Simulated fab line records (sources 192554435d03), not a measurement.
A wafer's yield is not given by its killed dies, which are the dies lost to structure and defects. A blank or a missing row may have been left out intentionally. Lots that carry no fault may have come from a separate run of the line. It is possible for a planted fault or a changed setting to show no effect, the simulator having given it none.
fab line records | flow n5-finfet
[record] lots = 24 | wafers = 72 | last-day = 19
route steps=1938 shown BEOL_M4@1046
lots with no fault: from the same line, run without faults
start-h: the number of hours between the record's first day and the start of the first shown wafer of the lot | wait-h: hours from the lot's prior step to this one | " as in the row above | L1.1+2: several wafers, shown together as one row | - value missing, or start not given | * or withheld: withheld | < > ~ a bound
route shown NAME@n: names a module that has steps shown in the file, with the first one's number in the route | usual: average and standard deviation across the fault-free wafers | same: alike in all rows | chamber/n: place in a boat | sites: each site's reading | _std_site: their standard deviation | _edge_site: mean of outer sites minus mean of inner sites | radius-mm: how far each site lies from the wafer's centre | mask NAME#n: copy n | behind: the most recent tool/chamber to have shaped the wafer | hold: the reason the lot was held/the length of the hold in hours/how it ended | device: the n, p or np transistor that did not switch | end of line: the tests these same wafers got at the end of their route | step lacking rows: just its recipe | killed: count of dies lost to structure and defects at first sort (not the wafer's yield) | map: shows each die of a wafer: x if killed, . if not, _ if none is there
set.NAME: setting as actually run; set.NAME@STEP: the setting as run at that earlier step | model.NAME: the simulator's own value behind a step, which no gauge read
one table for each step of the route and one row for each wafer, over a sample of lots
[[steps]]
[step N5_BEOL_M4_CD_MEAS_18]
[recipe] pitch-nm = 36 | target-cd-nm = 18
[usual] cd-nm = 18.1/0.32
lot.wafer | tool      | chamber | start-h | wait-h | cd-nm
L074.1    | cd-sem-02 | -       | 170.78  | 0.0    | 17.2
L074.2    | "         | -       | "       | "      | 17.8
L074.6    | "         | -       | "       | "      | 17.9
L075.2    | cd-sem-01 | -       | 176.64  | 0.1    | 18.4
L075.3    | "         | -       | "       | "      | 18.0
L075.5    | "         | -       | "       | "      | 18.1
L076.3    | cd-sem-02 | -       | 177.03  | 0.1    | 18.5
L076.4    | "         | -       | "       | "      | 18.0
L076.5    | "         | -       | "       | "      | 18.1
L077.2    | cd-sem-03 | -       | 179.55  | 0.1    | 17.7
L077.3    | "         | -       | "       | "      | 17.6
L077.5    | "         | -       | "       | "      | 18.4
L078.3    | cd-sem-01 | -       | 179.82  | 0.1    | 18.6
L078.4    | "         | -       | "       | "      | 17.5
L078.6    | "         | -       | "       | "      | 18.2
L079.1    | cd-sem-02 | -       | 192.13  | 0.0    | 18.3
L079.3    | "         | -       | "       | "      | 17.6
L079.4    | "         | -       | "       | "      | 18.7
L083.1    | cd-sem-01 | -       | 217.56  | 0.0    | 18.4
L083.4    | "         | -       | "       | "      | 17.8
L083.5    | "         | -       | "       | "      | 18.3
L081.4    | cd-sem-02 | -       | 219.38  | 0.0    | 18.2
L081.5    | "         | -       | "       | "      | 18.5
L081.6    | "         | -       | "       | "      | 17.7
L082.1    | cd-sem-01 | -       | 225.86  | 0.0    | 17.4
L082.2    | "         | -       | "       | "      | 18.2
L082.4    | "         | -       | "       | "      | 18.2
L080.3    | cd-sem-02 | -       | 227.34  | 0.1    | 18.1
L080.4    | "         | -       | "       | "      | 17.9
L080.5    | "         | -       | "       | "      | 17.4
L084.4    | cd-sem-03 | -       | 232.63  | 0.0    | 18.5
L084.5    | "         | -       | "       | "      | 17.8
L084.6    | "         | -       | "       | "      | 17.7
L085.1    | cd-sem-01 | -       | 235.89  | 0.0    | 18.4
L085.2    | "         | -       | "       | "      | 18.0
L085.6    | "         | -       | "       | "      | 18.6
L086.2    | cd-sem-01 | -       | 245.46  | 0.1    | 18.2
L086.3    | "         | -       | "       | "      | 17.7
L086.4    | "         | -       | "       | "      | 17.6
L090.1    | cd-sem-01 | -       | 249.27  | 0.0    | 18.0
L090.2    | "         | -       | "       | "      | 18.1
L090.4    | "         | -       | "       | "      | 18.2
L087.2    | cd-sem-03 | -       | 256.31  | 0.1    | 18.3
L087.3    | "         | -       | "       | "      | 17.9
L087.4    | "         | -       | "       | "      | 17.5
L091.2    | cd-sem-01 | -       | 257.27  | 0.1    | 17.9
L091.4    | "         | -       | "       | "      | 17.8
L091.5    | "         | -       | "       | "      | 18.4
L088.1    | cd-sem-02 | -       | 263.33  | 0.0    | 18.2
L088.3    | "         | -       | "       | "      | 18.4
L088.5    | "         | -       | "       | "      | 18.5
L089.2    | cd-sem-02 | -       | 264.37  | 0.1    | 18.4
L089.4    | "         | -       | "       | "      | 18.0
L089.5    | "         | -       | "       | "      | 18.4
L092.1    | cd-sem-03 | -       | 283.79  | 0.0    | 18.1
L092.2    | "         | -       | "       | "      | 17.6
L092.3    | "         | -       | "       | "      | 18.3
L094.2    | cd-sem-02 | -       | 314.61  | 0.1    | 18.1
L094.3    | "         | -       | "       | "      | 17.7
L094.4    | "         | -       | "       | "      | 17.8
L093.1    | cd-sem-01 | -       | 317.29  | 0.0    | 18.2
L093.2    | "         | -       | "       | "      | 18.5
L093.4    | "         | -       | "       | "      | 18.2
L095.3    | cd-sem-01 | -       | 319.77  | 0.1    | 18.3
L095.4    | "         | -       | "       | "      | 18.4
L095.5    | "         | -       | "       | "      | 17.8
L097.2    | cd-sem-01 | -       | 320.23  | 0.1    | 18.2
L097.4    | "         | -       | "       | "      | 18.0
L097.6    | "         | -       | "       | "      | 17.6
L096.2    | cd-sem-03 | -       | 323.38  | 0.1    | 17.7
L096.3    | "         | -       | "       | "      | 17.4
L096.5    | "         | -       | "       | "      | 17.8
[step N5_BEOL_M4_OVL_MEAS_29]
[recipe] points-per-wafer = 522
[usual] V3_OVL = -0.2/0.71
lot.wafer | tool       | chamber | start-h | wait-h | V3_OVL[nm]
L074.1    | overlay-02 | 0       | 171.25  | 0.0    | -0.1
L074.2    | "          | 0       | "       | "      | 0.5
L074.6    | "          | 0       | "       | "      | 0.1
L075.2    | overlay-02 | 0       | 176.99  | 0.0    | -0.3
L075.3    | "          | 0       | "       | "      | 1.5
L075.5    | "          | 0       | "       | "      | 0.9
L076.3    | overlay-01 | 0       | 177.39  | 0.0    | 1.5
L076.4    | "          | 0       | "       | "      | 0.5
L076.5    | "          | 0       | "       | "      | 0.0
L077.2    | overlay-01 | 0       | 179.90  | 0.0    | 0.4
L077.3    | "          | 0       | "       | "      | 0.3
L077.5    | "          | 0       | "       | "      | -0.1
L078.3    | overlay-02 | 0       | 180.30  | 0.0    | -1.0
L078.4    | "          | 0       | "       | "      | -0.3
L078.6    | "          | 0       | "       | "      | -0.9
L079.1    | overlay-01 | 0       | 192.60  | 0.0    | 0.5
L079.3    | "          | 0       | "       | "      | -0.1
L079.4    | "          | 0       | "       | "      | -0.2
L083.1    | overlay-01 | 0       | 217.91  | 0.0    | 0.5
L083.4    | "          | 0       | "       | "      | -0.7
L083.5    | "          | 0       | "       | "      | -0.3
L081.4    | overlay-01 | 0       | 219.74  | 0.0    | -1.4
L081.5    | "          | 0       | "       | "      | -0.5
L081.6    | "          | 0       | "       | "      | -0.8
L082.1    | overlay-01 | 0       | 226.35  | 0.0    | 0.3
L082.2    | "          | 0       | "       | "      | -1.9
L082.4    | "          | 0       | "       | "      | -1.6
L080.3    | overlay-01 | 0       | 227.70  | 0.0    | -1.2
L080.4    | "          | 0       | "       | "      | 0.1
L080.5    | "          | 0       | "       | "      | -0.9
L084.4    | overlay-01 | 0       | 233.12  | 0.0    | -0.4
L084.5    | "          | 0       | "       | "      | 0.2
L084.6    | "          | 0       | "       | "      | 0.0
L085.1    | overlay-01 | 0       | 236.36  | 0.0    | -0.1
L085.2    | "          | 0       | "       | "      | -1.4
L085.6    | "          | 0       | "       | "      | -1.7
L086.2    | overlay-02 | 0       | 245.81  | 0.0    | -1.3
L086.3    | "          | 0       | "       | "      | 0.1
L086.4    | "          | 0       | "       | "      | -1.6
L090.1    | overlay-01 | 0       | 249.62  | 0.0    | -1.9
L090.2    | "          | 0       | "       | "      | 0.0
L090.4    | "          | 0       | "       | "      | 0.1
L087.2    | overlay-02 | 0       | 256.67  | 0.0    | -0.6
L087.3    | "          | 0       | "       | "      | 1.7
L087.4    | "          | 0       | "       | "      | -0.5
L091.2    | overlay-02 | 0       | 257.75  | 0.0    | -0.3
L091.4    | "          | 0       | "       | "      | -0.2
L091.5    | "          | 0       | "       | "      | 0.1
L088.1    | overlay-01 | 0       | 263.80  | 0.0    | 0.8
L088.3    | "          | 0       | "       | "      | 0.5
L088.5    | "          | 0       | "       | "      | -0.1
L089.2    | overlay-02 | 0       | 264.85  | 0.0    | 0.2
L089.4    | "          | 0       | "       | "      | -0.6
L089.5    | "          | 0       | "       | "      | -0.1
L092.1    | overlay-02 | 0       | 284.13  | 0.0    | -0.3
L092.2    | "          | 0       | "       | "      | -1.0
L092.3    | "          | 0       | "       | "      | -0.8
L094.2    | overlay-02 | 0       | 314.96  | 0.0    | -0.3
L094.3    | "          | 0       | "       | "      | -0.1
L094.4    | "          | 0       | "       | "      | -0.2
L093.1    | overlay-01 | 0       | 317.64  | 0.0    | -0.9
L093.2    | "          | 0       | "       | "      | -1.0
L093.4    | "          | 0       | "       | "      | -0.5
L095.3    | overlay-01 | 0       | 320.13  | 0.0    | -0.5
L095.4    | "          | 0       | "       | "      | -0.7
L095.5    | "          | 0       | "       | "      | -0.2
L097.2    | overlay-02 | 0       | 320.58  | 0.0    | -0.3
L097.4    | "          | 0       | "       | "      | -0.8
L097.6    | "          | 0       | "       | "      | -0.5
L096.2    | overlay-02 | 0       | 323.73  | 0.0    | 0.4
L096.3    | "          | 0       | "       | "      | 0.3
L096.5    | "          | 0       | "       | "      | -0.4
[step N5_BEOL_M4_OCD_MEAS_38]
[usual] trench-depth-nm = 55.7/1.3
lot.wafer | tool   | chamber | start-h | wait-h | trench-depth-nm
L074.1    | ocd-01 | -       | 172.63  | -      | 56.0
L074.2    | "      | -       | "       | "      | 55.4
L074.6    | "      | -       | "       | "      | 55.8
L075.2    | ocd-02 | -       | 183.36  | -      | 54.4
L075.3    | "      | -       | "       | "      | 52.6
L075.5    | "      | -       | "       | "      | 52.9
L076.3    | ocd-02 | -       | 190.76  | -      | 54.0
L076.4    | "      | -       | "       | "      | 54.9
L076.5    | "      | -       | "       | "      | 54.2
L077.2    | ocd-01 | -       | 191.14  | -      | 53.7
L077.3    | "      | -       | "       | "      | 54.7
L077.5    | "      | -       | "       | "      | 53.6
L078.3    | ocd-01 | -       | 191.50  | -      | 53.5
L078.4    | "      | -       | "       | "      | 56.2
L078.6    | "      | -       | "       | "      | 55.8
L079.1    | ocd-01 | -       | 197.18  | -      | 56.2
L079.3    | "      | -       | "       | "      | 54.9
L079.4    | "      | -       | "       | "      | 54.9
L083.1    | ocd-02 | -       | 225.94  | -      | 57.4
L083.4    | "      | -       | "       | "      | 56.5
L083.5    | "      | -       | "       | "      | 56.7
L081.4    | ocd-02 | -       | 227.31  | -      | 56.7
L081.5    | "      | -       | "       | "      | 56.6
L081.6    | "      | -       | "       | "      | 57.0
L082.1    | ocd-02 | -       | 230.97  | -      | 55.6
L082.2    | "      | -       | "       | "      | 52.5
L082.4    | "      | -       | "       | "      | 54.4
L080.3    | ocd-02 | -       | 231.61  | -      | 57.1
L080.4    | "      | -       | "       | "      | 56.6
L080.5    | "      | -       | "       | "      | 56.5
L084.4    | ocd-02 | -       | 236.69  | -      | 56.6
L084.5    | "      | -       | "       | "      | 56.4
L084.6    | "      | -       | "       | "      | 56.6
L085.1    | ocd-02 | -       | 241.38  | -      | 57.7
L085.2    | "      | -       | "       | "      | 55.9
L085.6    | "      | -       | "       | "      | 57.5
L086.2    | ocd-01 | -       | 258.61  | -      | 57.4
L086.3    | "      | -       | "       | "      | 57.7
L086.4    | "      | -       | "       | "      | 55.7
L091.2    | ocd-02 | -       | 262.98  | -      | 55.7
L091.4    | "      | -       | "       | "      | 54.2
L091.5    | "      | -       | "       | "      | 55.3
L090.1    | ocd-02 | -       | 263.31  | -      | 55.5
L090.2    | "      | -       | "       | "      | 54.9
L090.4    | "      | -       | "       | "      | 56.5
L087.2    | ocd-01 | -       | 278.66  | -      | 55.5
L087.3    | "      | -       | "       | "      | 55.6
L087.4    | "      | -       | "       | "      | 55.3
L088.1    | ocd-02 | -       | 283.66  | -      | 57.3
L088.3    | "      | -       | "       | "      | 55.5
L088.5    | "      | -       | "       | "      | 57.6
L089.2    | ocd-01 | -       | 287.93  | -      | 56.2
L089.4    | "      | -       | "       | "      | 58.2
L089.5    | "      | -       | "       | "      | 56.3
L092.1    | ocd-02 | -       | 309.55  | -      | 52.8
L092.2    | "      | -       | "       | "      | 55.0
L092.3    | "      | -       | "       | "      | 55.8
L094.2    | ocd-02 | -       | 325.49  | -      | 56.8
L094.3    | "      | -       | "       | "      | 53.9
L094.4    | "      | -       | "       | "      | 55.9
L097.2    | ocd-02 | -       | 328.70  | -      | 56.1
L097.4    | "      | -       | "       | "      | 58.3
L097.6    | "      | -       | "       | "      | 56.6
L093.1    | ocd-01 | -       | 328.70  | -      | 54.3
L093.2    | "      | -       | "       | "      | 57.3
L093.4    | "      | -       | "       | "      | 54.5
L096.2    | ocd-01 | -       | 331.81  | -      | 56.2
L096.3    | "      | -       | "       | "      | 56.4
L096.5    | "      | -       | "       | "      | 56.1
L095.3    | ocd-02 | -       | 333.45  | -      | 56.7
L095.4    | "      | -       | "       | "      | 56.2
L095.5    | "      | -       | "       | "      | 56.2
[step N5_BEOL_M4_CD_MEAS_35]
[recipe] target-cd-nm = 18 | target-cd-y-nm = 22.4 | polarity = opening
[usual] cd-nm = 18.1/0.36
lot.wafer | tool      | chamber | start-h | wait-h | cd-nm
L074.1    | cd-sem-01 | -       | 172.79  | 0.0    | 17.3
L074.2    | "         | -       | "       | "      | 17.8
L074.6    | "         | -       | "       | "      | 17.7
L075.2    | cd-sem-03 | -       | 183.51  | 0.0    | 18.3
L075.3    | "         | -       | "       | "      | 18.2
L075.5    | "         | -       | "       | "      | 18.2
L076.3    | cd-sem-01 | -       | 190.91  | 0.0    | 18.4
L076.4    | "         | -       | "       | "      | 17.9
L076.5    | "         | -       | "       | "      | 17.9
L077.2    | cd-sem-01 | -       | 191.29  | 0.0    | 18.1
L077.3    | "         | -       | "       | "      | 17.8
L077.5    | "         | -       | "       | "      | 18.4
L078.3    | cd-sem-01 | -       | 191.65  | 0.0    | 18.5
L078.4    | "         | -       | "       | "      | 17.8
L078.6    | "         | -       | "       | "      | 18.3
L079.1    | cd-sem-03 | -       | 197.33  | 0.0    | 18.3
L079.3    | "         | -       | "       | "      | 17.4
L079.4    | "         | -       | "       | "      | 18.5
L083.1    | cd-sem-02 | -       | 226.10  | 0.0    | 18.3
L083.4    | "         | -       | "       | "      | 17.8
L083.5    | "         | -       | "       | "      | 18.4
L081.4    | cd-sem-01 | -       | 227.46  | 0.0    | 18.4
L081.5    | "         | -       | "       | "      | 18.4
L081.6    | "         | -       | "       | "      | 18.3
L082.1    | cd-sem-02 | -       | 231.12  | 0.0    | 17.7
L082.2    | "         | -       | "       | "      | 18.3
L082.4    | "         | -       | "       | "      | 18.0
L080.3    | cd-sem-01 | -       | 231.76  | 0.0    | 17.8
L080.4    | "         | -       | "       | "      | 18.3
L080.5    | "         | -       | "       | "      | 17.6
L084.4    | cd-sem-03 | -       | 236.85  | 0.0    | 18.2
L084.5    | "         | -       | "       | "      | 18.1
L084.6    | "         | -       | "       | "      | 17.7
L085.1    | cd-sem-02 | -       | 241.53  | 0.0    | 18.2
L085.2    | "         | -       | "       | "      | 18.1
L085.6    | "         | -       | "       | "      | 19.0
L086.2    | cd-sem-01 | -       | 258.76  | 0.0    | 18.7
L086.3    | "         | -       | "       | "      | 17.5
L086.4    | "         | -       | "       | "      | 17.9
L091.2    | cd-sem-01 | -       | 263.14  | 0.0    | 18.4
L091.4    | "         | -       | "       | "      | 17.9
L091.5    | "         | -       | "       | "      | 18.3
L090.1    | cd-sem-03 | -       | 263.46  | 0.0    | 17.9
L090.2    | "         | -       | "       | "      | 18.1
L090.4    | "         | -       | "       | "      | 17.8
L087.2    | cd-sem-01 | -       | 278.82  | 0.0    | 18.7
L087.3    | "         | -       | "       | "      | 17.6
L087.4    | "         | -       | "       | "      | 17.6
L088.1    | cd-sem-02 | -       | 283.83  | 0.0    | 18.5
L088.3    | "         | -       | "       | "      | 18.5
L088.5    | "         | -       | "       | "      | 18.2
L089.2    | cd-sem-03 | -       | 288.08  | 0.0    | 18.8
L089.4    | "         | -       | "       | "      | 18.4
L089.5    | "         | -       | "       | "      | 18.4
L092.1    | cd-sem-03 | -       | 309.71  | 0.0    | 18.0
L092.2    | "         | -       | "       | "      | 17.9
L092.3    | "         | -       | "       | "      | 18.0
L094.2    | cd-sem-03 | -       | 325.65  | 0.0    | 17.5
L094.3    | "         | -       | "       | "      | 17.9
L094.4    | "         | -       | "       | "      | 17.6
L097.2    | cd-sem-03 | -       | 328.85  | 0.0    | 18.0
L097.4    | "         | -       | "       | "      | 17.5
L097.6    | "         | -       | "       | "      | 17.7
L093.1    | cd-sem-02 | -       | 328.86  | 0.0    | 18.2
L093.2    | "         | -       | "       | "      | 18.3
L093.4    | "         | -       | "       | "      | 18.5
L096.2    | cd-sem-01 | -       | 331.97  | 0.0    | 18.4
L096.3    | "         | -       | "       | "      | 17.3
L096.5    | "         | -       | "       | "      | 17.9
L095.3    | cd-sem-01 | -       | 333.60  | 0.0    | 18.3
L095.4    | "         | -       | "       | "      | 18.3
L095.5    | "         | -       | "       | "      | 17.7
[step N5_BEOL_M4_ANNEAL_49]
[recipe] temp-c = 400 | time-s = 240 | ambient = vacuum
[usual] heater-power-w = 851/65
lot.wafer | tool           | chamber | start-h | wait-h | heater-power-w
L074.1    | pvd-sputter-02 | -       | 173.64  | 0.0    | 793
L074.2    | "              | -       | "       | "      | 840
L074.6    | "              | -       | "       | "      | 804
L075.2    | pvd-sputter-03 | -       | 184.80  | 0.0    | 817
L075.3    | "              | -       | "       | "      | 891
L075.5    | "              | -       | "       | "      | 804
L076.3    | pvd-sputter-01 | -       | 191.92  | 0.0    | 806
L076.4    | "              | -       | "       | "      | 850
L076.5    | "              | -       | "       | "      | 811
L077.2    | pvd-sputter-02 | -       | 192.20  | 0.0    | 1017
L077.3    | "              | -       | "       | "      | 806
L077.5    | "              | -       | "       | "      | 792
L078.3    | pvd-sputter-02 | -       | 194.04  | 0.0    | 805
L078.4    | "              | -       | "       | "      | 1026
L078.6    | "              | -       | "       | "      | 1017
L079.1    | pvd-sputter-03 | -       | 200.74  | 0.0    | 885
L079.3    | "              | -       | "       | "      | 837
L079.4    | "              | -       | "       | "      | 852
L083.1    | pvd-sputter-02 | -       | 227.94  | 0.0    | 817
L083.4    | "              | -       | "       | "      | 803
L083.5    | "              | -       | "       | "      | 791
L081.4    | pvd-sputter-01 | -       | 228.36  | 0.0    | 830
L081.5    | "              | -       | "       | "      | 900
L081.6    | "              | -       | "       | "      | 854
L082.1    | pvd-sputter-02 | -       | 232.32  | 0.0    | 1021
L082.2    | "              | -       | "       | "      | 820
L082.4    | "              | -       | "       | "      | 839
L080.3    | pvd-sputter-02 | -       | 234.16  | 0.0    | 870
L080.4    | "              | -       | "       | "      | 807
L080.5    | "              | -       | "       | "      | 1009
L084.4    | pvd-sputter-02 | -       | 239.60  | 0.0    | 1011
L084.5    | "              | -       | "       | "      | 813
L084.6    | "              | -       | "       | "      | 1020
L085.1    | pvd-sputter-03 | -       | 242.58  | 0.0    | 835
L085.2    | "              | -       | "       | "      | 896
L085.6    | "              | -       | "       | "      | 854
L086.2    | pvd-sputter-02 | -       | 259.68  | 0.0    | 1011
L086.3    | "              | -       | "       | "      | 808
L086.4    | "              | -       | "       | "      | 789
L091.2    | pvd-sputter-03 | -       | 264.22  | 0.0    | 811
L091.4    | "              | -       | "       | "      | 864
L091.5    | "              | -       | "       | "      | 844
L090.1    | pvd-sputter-02 | -       | 264.52  | 0.0    | 813
L090.2    | "              | -       | "       | "      | 821
L090.4    | "              | -       | "       | "      | 810
L087.2    | pvd-sputter-02 | -       | 279.59  | 0.0    | 854
L087.3    | "              | -       | "       | "      | 812
L087.4    | "              | -       | "       | "      | 800
L088.1    | pvd-sputter-01 | -       | 284.56  | 0.0    | 855
L088.3    | "              | -       | "       | "      | 865
L088.5    | "              | -       | "       | "      | 879
L089.2    | pvd-sputter-01 | -       | 288.85  | 0.0    | 867
L089.4    | "              | -       | "       | "      | 850
L089.5    | "              | -       | "       | "      | 882
L092.1    | pvd-sputter-03 | -       | 310.70  | 0.0    | 863
L092.2    | "              | -       | "       | "      | 824
L092.3    | "              | -       | "       | "      | 903
L094.2    | pvd-sputter-03 | -       | 327.43  | 0.0    | 824
L094.3    | "              | -       | "       | "      | 804
L094.4    | "              | -       | "       | "      | 843
L097.2    | pvd-sputter-03 | -       | 329.79  | 0.0    | 849
L097.4    | "              | -       | "       | "      | 807
L097.6    | "              | -       | "       | "      | 823
L093.1    | pvd-sputter-01 | -       | 330.04  | 0.0    | 871
L093.2    | "              | -       | "       | "      | 849
L093.4    | "              | -       | "       | "      | 896
L096.2    | pvd-sputter-03 | -       | 333.43  | 0.0    | 833
L096.3    | "              | -       | "       | "      | 839
L096.5    | "              | -       | "       | "      | 857
L095.3    | pvd-sputter-01 | -       | 334.72  | 0.0    | 884
L095.4    | "              | -       | "       | "      | 797
L095.5    | "              | -       | "       | "      | 880
[step N5_BEOL_M4_SPUTTER_96]
[recipe] material = Cu | target-thk-a = 45 | temp-c = -20 | chamber-pressure-pa = 0.07 | power-w = withheld | time-s = 8.29
[usual] chamber-pressure-pa = 0.07001/0.00015 | chuck-gas-flow-sccm = 1.27/0.05 | substrate-temp-c = -20.00/0.11 | throttle-valve-pct = 29.2/1.1
lot.wafer | tool           | chamber | start-h | wait-h | chamber-pressure-pa | chuck-gas-flow-sccm | substrate-temp-c | throttle-valve-pct
L074.1    | pvd-sputter-02 | -       | 175.32  | 0.1    | 0.06999             | 1.32                | -20.14           | 26.8
L074.2    | "              | -       | "       | "      | 0.06987             | 1.27                | -20.03           | 30.3
L074.6    | "              | -       | "       | "      | 0.06988             | 1.14                | -19.89           | 26.6
L075.2    | pvd-sputter-03 | -       | 186.48  | 0.1    | 0.06993             | 1.30                | -20.37           | 30.0
L075.3    | "              | -       | "       | "      | 0.07015             | 1.22                | -19.84           | 29.5
L075.5    | "              | -       | "       | "      | 0.06989             | 1.32                | -19.91           | 29.5
L076.3    | pvd-sputter-01 | -       | 193.60  | 0.1    | 0.0699              | 1.33                | -20.02           | 28.5
L076.4    | "              | -       | "       | "      | 0.06996             | 1.26                | -20.04           | 30.0
L076.5    | "              | -       | "       | "      | 0.06992             | 1.27                | -19.97           | 28.6
L077.2    | pvd-sputter-02 | -       | 193.88  | 0.1    | 0.07008             | 1.25                | -20.11           | 28.3
L077.3    | "              | -       | "       | "      | 0.06973             | 1.35                | -20.02           | 26.8
L077.5    | "              | -       | "       | "      | 0.07028             | 1.22                | -19.90           | 30.8
L078.3    | pvd-sputter-02 | -       | 195.72  | 0.1    | 0.07027             | 1.30                | -20.02           | 30.3
L078.4    | "              | -       | "       | "      | 0.07015             | 1.24                | -20.09           | 28.6
L078.6    | "              | -       | "       | "      | 0.06996             | 1.27                | -19.98           | 28.2
L079.1    | pvd-sputter-03 | -       | 202.42  | 0.1    | 0.06992             | 1.31                | -20.02           | 29.9
L079.3    | "              | -       | "       | "      | 0.06985             | 1.22                | -19.95           | 29.4
L079.4    | "              | -       | "       | "      | 0.07006             | 1.31                | -20.10           | 29.1
L083.1    | pvd-sputter-02 | -       | 229.62  | 0.1    | 0.07002             | 1.26                | -20.01           | 26.9
L083.4    | "              | -       | "       | "      | 0.07004             | 1.27                | -20.02           | 30.6
L083.5    | "              | -       | "       | "      | 0.06992             | 1.19                | -20.05           | 30.5
L081.4    | pvd-sputter-01 | -       | 230.04  | 0.1    | 0.07008             | 1.23                | -19.92           | 28.9
L081.5    | "              | -       | "       | "      | 0.06998             | 1.31                | -20.12           | 30.0
L081.6    | "              | -       | "       | "      | 0.06989             | 1.28                | -20.03           | 30.3
L082.1    | pvd-sputter-02 | -       | 234.00  | 0.1    | 0.07025             | 1.23                | -19.97           | 28.5
L082.2    | "              | -       | "       | "      | 0.07003             | 1.23                | -20.00           | 30.7
L082.4    | "              | -       | "       | "      | 0.07011             | 1.31                | -20.25           | 30.6
L080.3    | pvd-sputter-02 | -       | 235.84  | 0.1    | 0.07022             | 1.25                | -20.22           | 30.2
L080.4    | "              | -       | "       | "      | 0.07005             | 1.26                | -20.02           | 26.8
L080.5    | "              | -       | "       | "      | 0.07011             | 1.32                | -20.08           | 28.4
L084.4    | pvd-sputter-02 | -       | 241.28  | 0.1    | 0.07016             | 1.17                | -20.09           | 28.2
L084.5    | "              | -       | "       | "      | 0.06982             | 1.25                | -19.94           | 26.7
L084.6    | "              | -       | "       | "      | 0.07015             | 1.23                | -19.91           | 28.6
L085.1    | pvd-sputter-03 | -       | 244.26  | 0.1    | 0.07015             | 1.30                | -19.89           | 29.4
L085.2    | "              | -       | "       | "      | 0.06983             | 1.28                | -19.84           | 30.1
L085.6    | "              | -       | "       | "      | 0.06979             | 1.39                | -19.92           | 29.0
L086.2    | pvd-sputter-02 | -       | 261.36  | 0.1    | 0.06978             | 1.26                | -19.93           | 28.2
L086.3    | "              | -       | "       | "      | 0.06995             | 1.21                | -19.97           | 26.5
L086.4    | "              | -       | "       | "      | 0.0702              | 1.26                | -19.90           | 30.7
L090.1    | pvd-sputter-02 | -       | 266.20  | 0.1    | 0.06983             | 1.35                | -19.95           | 30.4
L090.2    | "              | -       | "       | "      | 0.07005             | 1.34                | -20.03           | 30.2
L090.4    | "              | -       | "       | "      | 0.06976             | 1.20                | -20.01           | 26.6
L087.2    | pvd-sputter-02 | -       | 281.27  | 0.1    | 0.07                | 1.25                | -19.94           | 30.0
L087.3    | "              | -       | "       | "      | 0.06984             | 1.30                | -19.99           | 30.5
L087.4    | "              | -       | "       | "      | 0.06987             | 1.21                | -19.92           | 26.8
L088.1    | pvd-sputter-01 | -       | 286.24  | 0.1    | 0.07008             | 1.19                | -20.15           | 30.1
L088.3    | "              | -       | "       | "      | 0.06997             | 1.30                | -19.86           | 30.1
L088.5    | "              | -       | "       | "      | 0.07022             | 1.27                | -19.79           | 28.7
L089.2    | pvd-sputter-01 | -       | 290.53  | 0.1    | 0.06985             | 1.25                | -19.97           | 29.9
L089.4    | "              | -       | "       | "      | 0.07013             | 1.17                | -19.96           | 30.1
L089.5    | "              | -       | "       | "      | 0.06997             | 1.30                | -20.09           | 30.1
L091.2    | pvd-sputter-03 | -       | 291.49  | 0.1    | 0.06979             | 1.28                | -20.00           | 30.0
L091.4    | "              | -       | "       | "      | 0.06994             | 1.33                | -20.10           | 29.1
L091.5    | "              | -       | "       | "      | 0.07017             | 1.35                | -19.94           | 28.9
L092.1    | pvd-sputter-03 | -       | 312.38  | 0.1    | 0.07011             | 1.32                | -19.88           | 28.9
L092.2    | "              | -       | "       | "      | 0.07001             | 1.25                | -19.99           | 29.6
L092.3    | "              | -       | "       | "      | 0.07002             | 1.22                | -19.95           | 30.1
L094.2    | pvd-sputter-03 | -       | 329.11  | 0.1    | 0.07012             | 1.19                | -19.96           | 29.3
L094.3    | "              | -       | "       | "      | 0.07008             | 1.26                | -19.96           | 30.2
L094.4    | "              | -       | "       | "      | 0.07005             | 1.41                | -19.87           | 28.8
L097.2    | pvd-sputter-03 | -       | 331.47  | 0.1    | 0.07003             | 1.29                | -20.09           | 29.5
L097.4    | "              | -       | "       | "      | 0.07019             | 1.26                | -20.28           | 29.2
L097.6    | "              | -       | "       | "      | 0.06979             | 1.27                | -19.94           | 30.4
L093.1    | pvd-sputter-01 | -       | 331.72  | 0.1    | 0.06979             | 1.33                | -19.97           | 30.3
L093.2    | "              | -       | "       | "      | 0.07012             | 1.19                | -20.01           | 28.9
L093.4    | "              | -       | "       | "      | 0.06983             | 1.28                | -19.94           | 30.0
L096.2    | pvd-sputter-03 | -       | 335.11  | 0.1    | 0.07017             | 1.25                | -19.80           | 29.6
L096.3    | "              | -       | "       | "      | 0.06999             | 1.21                | -20.09           | 28.8
L096.5    | "              | -       | "       | "      | 0.06994             | 1.35                | -20.03           | 29.1
L095.3    | pvd-sputter-01 | -       | 336.40  | 0.1    | 0.07004             | 1.22                | -19.98           | 30.0
L095.4    | "              | -       | "       | "      | 0.06971             | 1.23                | -20.06           | 28.5
L095.5    | "              | -       | "       | "      | 0.07002             | 1.33                | -19.94           | 30.0
[[key]]
fault none
